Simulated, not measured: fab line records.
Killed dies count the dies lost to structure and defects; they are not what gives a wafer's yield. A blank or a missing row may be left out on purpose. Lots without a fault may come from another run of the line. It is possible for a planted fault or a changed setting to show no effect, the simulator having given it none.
Matching of chambers    flow n5_finfet    rie_diel-04 running N5_BEOL_M9_ETCH_62: 4 sister chambers
The step etches SOC in N2/H2, target depth 110 nm, overetch 22 nm, time 165 s. 4 wafers are shown with their chamber, then 7 later ones without.

## WAFERS PAIRED WITH THEIR CHAMBERS
wafer   chamber  drypump_motor_current_A (A)
L077.5  2        5.3
L076.3  0        5.8
L076.6  3        5.6
L091.5  1        6.3

## WAFERS MISSING THEIR CHAMBER
wafer   drypump_motor_current_A (A)
L091.6  5.2
L093.2  5.2
L093.4  5.7
L093.6  5.8
L096.2  6.3
L096.5  5.8
L096.6  6.3

## WHICH CHAMBER EACH ONE RAN IN
wafer   from the rows above      in truth
L091.6  2                        2
L093.2  2                        2
L093.4  can't be placed: 0 or 3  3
L093.6  0                        0
L096.2  1                        1
L096.5  0                        0
L096.6  1                        1
Correctly placed: 6 of 7. Not placeable from these rows: 1 (in 1, the candidates include the true chamber). 0 placed wrongly.
How it was worked out, from the rows above alone: a wafer's distance from a chamber is the root of the sum, over the readings, of the square of ((its reading less the chamber's mean) divided by the reading's scatter). If the next closest chamber is less than 2 further off than the closest, the wafer can't be placed; otherwise it belongs to the closest. The mean given for a chamber averages the wafers shown for that chamber. The scatter: root of mean squared gap, hidden wafer to nearest shown wafer, with one shown wafer a chamber.
